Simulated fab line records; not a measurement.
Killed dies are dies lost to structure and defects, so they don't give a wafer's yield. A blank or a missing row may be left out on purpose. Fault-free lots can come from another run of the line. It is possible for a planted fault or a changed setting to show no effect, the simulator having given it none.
Commonality check across tools	flow nandHarc	12 lots, 42 wafers sampled

WHY IT WAS OPENED
On 2 of the 12 lots, a flag is raised at NHARC_A_BLC_CD_MEAS_10 on the reading cdNm. Wafers without a fault read 99.9 nm, standard deviation 0.65.
Rule: a lot is flagged in two cases, either no wafer of it has a number, or all its wafers with numbers fall more than 4 standard deviations from that mean. The rest of the lots are taken to be sound.

lot	measured	on	cdNm (nm), wafer by wafer	flag
L843	day 23 03:34	cdSem-03	101.4 101.4 101.5	
L846	day 23 14:37	cdSem-02	100.2 100.2 99.6	
L844	day 23 16:56	cdSem-01	98.7 99.0 99.0	
L847	day 25 08:53	cdSem-03	100.5 99.7 100.4	
L848	day 25 14:40	cdSem-03	99.8 99.3 98.4	
L849	day 25 16:30	cdSem-03	100.1 99.7 99.3	
L850	day 26 07:36	cdSem-03	99.0 99.5 99.9	
L851	day 26 14:07	cdSem-03	100.3 98.9 99.7	
L854	day 27 23:46	cdSem-01	61.7 62.9 62.6 61.6 62.8 63.1	FLAGGED
L856	day 28 14:16	cdSem-03	62.7 63.8 63.1 62.5 63.5 63.1	FLAGGED
L864	day 31 18:25	cdSem-02	99.4 99.2 100.3	
L865	day 31 19:25	cdSem-03	100.5 100.4 100.8	
The mean of the flagged lots' numbers is 62.8 nm, -37.1 nm from the usual (-57 standard deviations).

TOOL THAT RAN EACH LOT
4 process steps preceding the reading are held in the record, out of 1302 steps in the route. In each cell: the tool, then ch and the chambers that the sampled wafers went through, then the start.
lot	flag	NHARC_A_CONTACT_ETCH_138	NHARC_A_CONTACT_ETCH_92	NHARC_A_CONTACT_ALD_18	NHARC_A_BLC_PEB_08
L843		harCapEtch-02 ch 1, day 22 23:32	rieDiel-03 ch 1,2,3, day 23 00:22	aldMetal-03 ch 1,2, day 23 01:31	lithoTrack-04 ch 0, day 23 03:29
L846		harCapEtch-03 ch 0,1, day 23 10:44	rieDiel-03 ch 0,3, day 23 11:34	aldMetal-01 ch 1,3, day 23 12:45	lithoTrack-01 ch 0, day 23 14:32
L844		harCapEtch-01 ch 0,1, day 23 12:49	rieDiel-11 ch 1,2,3, day 23 13:46	aldMetal-03 ch 0,1,2, day 23 14:57	lithoTrack-06 ch 0, day 23 16:51
L847		harCapEtch-01 ch 0,1, day 25 04:55	rieDiel-11 ch 1,2,3, day 25 05:46	aldMetal-04 ch 0,3, day 25 06:53	lithoTrack-04 ch 0, day 25 08:49
L848		harCapEtch-01 ch 0,1, day 25 10:42	rieDiel-11 ch 0,1,3, day 25 11:32	aldMetal-03 ch 1,2,3, day 25 12:42	lithoTrack-01 ch 0, day 25 14:36
L849		harCapEtch-03 ch 0,1, day 25 12:33	rieDiel-03 ch 0,2,3, day 25 13:22	aldMetal-04 ch 0,1,2, day 25 14:32	lithoTrack-06 ch 0, day 25 16:25
L850		harCapEtch-01 ch 0,1, day 26 03:27	rieDiel-11 ch 0,1,2, day 26 04:17	aldMetal-03 ch 2,3, day 26 05:35	lithoTrack-06 ch 0, day 26 07:31
L851		harCapEtch-02 ch 0,1, day 26 10:05	rieDiel-10 ch 0,2,3, day 26 10:55	aldMetal-04 ch 1,2,3, day 26 12:07	lithoTrack-06 ch 0, day 26 14:02
L854	FLAGGED	harCapEtch-01 ch 0,1, day 27 19:55	rieDiel-11 ch 0,2,3, day 27 20:46	aldMetal-03 ch 0,1,2, day 27 21:54	lithoTrack-01 ch 0, day 27 23:41
L856	FLAGGED	harCapEtch-01 ch 0,1, day 28 10:24	rieDiel-10 ch 0,3, day 28 11:07	aldMetal-03 ch 0,1,2, day 28 12:18	lithoTrack-01 ch 0, day 28 14:11
L864		harCapEtch-01 ch 0,1, day 31 14:35	rieDiel-10 ch 0,1,3, day 31 15:23	aldMetal-04 ch 0,1,3, day 31 16:34	lithoTrack-01 ch 0, day 31 18:20
L865		harCapEtch-03 ch 0,1, day 31 15:19	rieDiel-11 ch 0,1,3, day 31 16:05	aldMetal-03 ch 1,2,3, day 31 17:18	lithoTrack-04 ch 0, day 31 19:20
What is done by these steps:
- NHARC_A_CONTACT_ETCH_138: etches the open film in C4F8/O2/Ar, time 311 s, target depth 1914 nm.
- NHARC_A_CONTACT_ETCH_92: etches the open film in CH3F/O2, target depth 40 nm, time 85.7 s.
- NHARC_A_CONTACT_ALD_18: deposits TiN, target thk 3 nm, pulse time 1 s, ald cycles 150.
- NHARC_A_BLC_PEB_08: peb time 65 s.
- NHARC_A_BLC_CD_MEAS_10: target cd 100 nm.

FLAGGED OVER TOTAL, TOOL BY TOOL (the gauges that took the reading come last)
step	tool	lots run	flagged	share of the flagged lots	sound lots run after its first flagged lot
NHARC_A_CONTACT_ETCH_138	harCapEtch-01	7	2	all	1 (L864)
NHARC_A_CONTACT_ETCH_138	harCapEtch-02	2	0	none	-
NHARC_A_CONTACT_ETCH_138	harCapEtch-03	3	0	none	-
NHARC_A_CONTACT_ETCH_92	rieDiel-03	3	0	none	-
NHARC_A_CONTACT_ETCH_92	rieDiel-10	3	1	some	1 (L864)
NHARC_A_CONTACT_ETCH_92	rieDiel-11	6	1	some	1 (L865)
NHARC_A_CONTACT_ALD_18	aldMetal-01	1	0	none	-
NHARC_A_CONTACT_ALD_18	aldMetal-03	7	2	all	1 (L865)
NHARC_A_CONTACT_ALD_18	aldMetal-04	4	0	none	-
NHARC_A_BLC_PEB_08	lithoTrack-01	5	2	all	1 (L864)
NHARC_A_BLC_PEB_08	lithoTrack-04	3	0	none	-
NHARC_A_BLC_PEB_08	lithoTrack-06	4	0	none	-
NHARC_A_BLC_CD_MEAS_10	cdSem-01	2	1	some	0
NHARC_A_BLC_CD_MEAS_10	cdSem-02	2	0	none	-
NHARC_A_BLC_CD_MEAS_10	cdSem-03	8	1	some	1 (L865)

WHAT THE TABLE ALLOWS
3 rows of the table ran every flagged lot: harCapEtch-01 at NHARC_A_CONTACT_ETCH_138, aldMetal-03 at NHARC_A_CONTACT_ALD_18, lithoTrack-01 at NHARC_A_BLC_PEB_08.
- harCapEtch-01 at NHARC_A_CONTACT_ETCH_138: 2 of its 7 lots flagged. Lots that were sound ran on it after the first flagged one (L864); a persistent fault on the entire tool would not allow that.
- aldMetal-03 at NHARC_A_CONTACT_ALD_18: 2 of its 7 lots flagged. Lots that were sound ran on it after the first flagged one (L865); a persistent fault on the entire tool would not allow that.
- lithoTrack-01 at NHARC_A_BLC_PEB_08: 2 of its 5 lots flagged. Lots that were sound ran on it after the first flagged one (L864); a persistent fault on the entire tool would not allow that. Its own readings lie more than 4 standard deviations out on every wafer of the flagged lots: heaterPowerTotalW, plateTempC.
There is no row in the table that ran each flagged lot and no sound lot after the first.

WHAT HAD BEEN PUT IN BY THE SIMULATOR
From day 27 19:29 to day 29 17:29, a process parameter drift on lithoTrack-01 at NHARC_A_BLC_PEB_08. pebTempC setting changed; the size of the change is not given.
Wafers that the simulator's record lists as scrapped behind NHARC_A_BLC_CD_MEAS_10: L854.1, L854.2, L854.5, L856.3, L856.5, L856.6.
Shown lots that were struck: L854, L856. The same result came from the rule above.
